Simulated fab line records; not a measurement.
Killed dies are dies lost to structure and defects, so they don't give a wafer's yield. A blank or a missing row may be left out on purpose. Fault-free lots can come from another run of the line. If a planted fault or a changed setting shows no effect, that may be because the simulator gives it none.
Split-lot trial	flow n5Finfet	21 wafers read from 7 lots, route of 1938 steps

== SPLIT DETAILS ==
At N5_MOL_CONTACT_COAG_EXPOSE_05 (exposes mask CA, defocus 0 nm), the setting doseMj was moved away from the recipe's 38.25 on 7 of the 21 wafers read, by -6.0% to +3.9%. For the rest of the wafers, this setting stayed at what the recipe calls for.

== FROM THE SPLIT TO THE READING: what the file shows between them, 2 steps ==
- N5_MOL_CONTACT_COAG_PEB_06: peb time 60 s
- N5_MOL_CONTACT_COAG_DEVELOP_07: develop time 30 s

== THE READING ==
At N5_MOL_CONTACT_COAG_CD_MEAS_08: cdNm in nanometres, against a target cd of 28 nm. Typical for fault-free wafers on this fab line: 27.98 nm, with standard deviation 0.23 nm.

wafer	tool, chamber at the split	doseMj as run	against the recipe	cdNm, nm	against lot-mates on the recipe
L075.1	euvScanner-01, 0	37.18	-2.8%	27.49	-0.82
L075.2	euvScanner-01, 0	37.18	-2.8%	27.33	-0.98
L075.3	euvScanner-01, 0	38.25	recipe	28.31	-
L076.1	euvScanner-01, 0	38.25	recipe	27.86	-
L076.4	euvScanner-01, 0	38.25	recipe	27.76	-
L076.5	euvScanner-01, 0	38.25	recipe	28.01	-
L085.1	euvScanner-02, 0	37.24	-2.6%	27.52	-0.58
L085.3	euvScanner-02, 0	37.24	-2.6%	27.44	-0.66
L085.6	euvScanner-02, 0	38.25	recipe	28.10	-
L087.1	euvScanner-02, 0	38.25	recipe	27.97	-
L087.2	euvScanner-02, 0	38.25	recipe	27.82	-
L087.3	euvScanner-02, 0	38.25	recipe	28.20	-
L089.4	euvScanner-02, 0	38.25	recipe	27.70	-
L089.5	euvScanner-02, 0	38.25	recipe	27.78	-
L089.6	euvScanner-02, 0	39.73	+3.9%	28.98	+1.24
L090.1	euvScanner-02, 0	35.97	-6.0%	26.34	-1.96
L090.2	euvScanner-02, 0	38.25	recipe	28.30	-
L090.5	euvScanner-02, 0	35.97	-6.0%	26.61	-1.69
L091.3	euvScanner-02, 0	38.25	recipe	28.35	-
L091.4	euvScanner-02, 0	38.25	recipe	28.51	-
L091.5	euvScanner-02, 0	38.25	recipe	28.33	-

FIT RESULTS
A straight line over all 21 wafers: cdNm changes by +0.254 nm for each +1% of doseMj; r = +0.93; the points scatter about the line by 0.23 nm.
The same after taking each lot's own level away (the mean of its wafers on the recipe; 21 wafers): +0.304 nm for each +1%; r = +0.99; scatter 0.12 nm.
Per that fit: largest doseMj move, reading shift of 1.8 nm.
The lots' own levels span 27.740 to 28.397 nm, that is 2.9 times the standard deviation above.
In other words, the slope is changed by the lot-to-lot level; the two fits disagree.
Check: -1.72 nm against its lot-mates is what the line predicts for one of the wafers moved furthest among these (-6.0%) when that wafer is left out of the fit. It came out at -1.96 nm against them.

== OTHER SPLITS APPLIED TO THESE WAFERS ==
These wafers also went through other splits before the reading. Each is held against what the fit with the lots' levels taken away leaves over:
other split on the same wafers	wafers away from the commonest value	r with cdNm (lot level and that fit taken away)
N5_SD_EPI_P_EPI_21 epiGrowthTimeS	10	-0.08

== THE WHOLE CHAIN: every reading that the file lists as answering this split, in the file's order ==
step	what it does	reading	change (the file's fit)	r (the file's)
N5_MOL_CONTACT_COAG_CD_MEAS_08	target cd 28 nm	cdNm	+0.305 nm for each +1% of the setting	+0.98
N5_MOL_CONTACT_COAG_ETCH_59	etches underlayer in N2/H2, target depth 13 nm, time 10.4 s	MOL_CONTACT_COAG.cdOffsetNm (the simulator's own value, which no gauge read)	+0.264 nm for each +1% of the setting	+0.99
N5_MOL_CONTACT_COAG_ETCH_105	etches SiARC in CF4, target depth 15.6 nm, time 26 s	MOL_CONTACT_COAG.cdOffsetNm (the simulator's own value, which no gauge read)	+0.252 nm for each +1% of the setting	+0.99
N5_MOL_CONTACT_COAG_CONTACT_ETCH_14	etches SiO2 in C4F6/O2, target depth 27.5 nm, overetch 8.5 nm, time 20 s	MOL_CONTACT_COAG.cdOffsetNm (the simulator's own value, which no gauge read)	+0.245 nm for each +1% of the setting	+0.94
N5_MOL_CONTACT_COAG_ETCH_15	etches SiNx in CH3F/O2, stops on Si:P, target depth 7 nm	MOL_CONTACT_COAG.cdOffsetNm (the simulator's own value, which no gauge read)	+0.223 nm for each +1% of the setting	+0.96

== THE FILE'S OWN FIT ==
cdNm changes by +0.305 nm for each +1% of doseMj, r = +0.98.
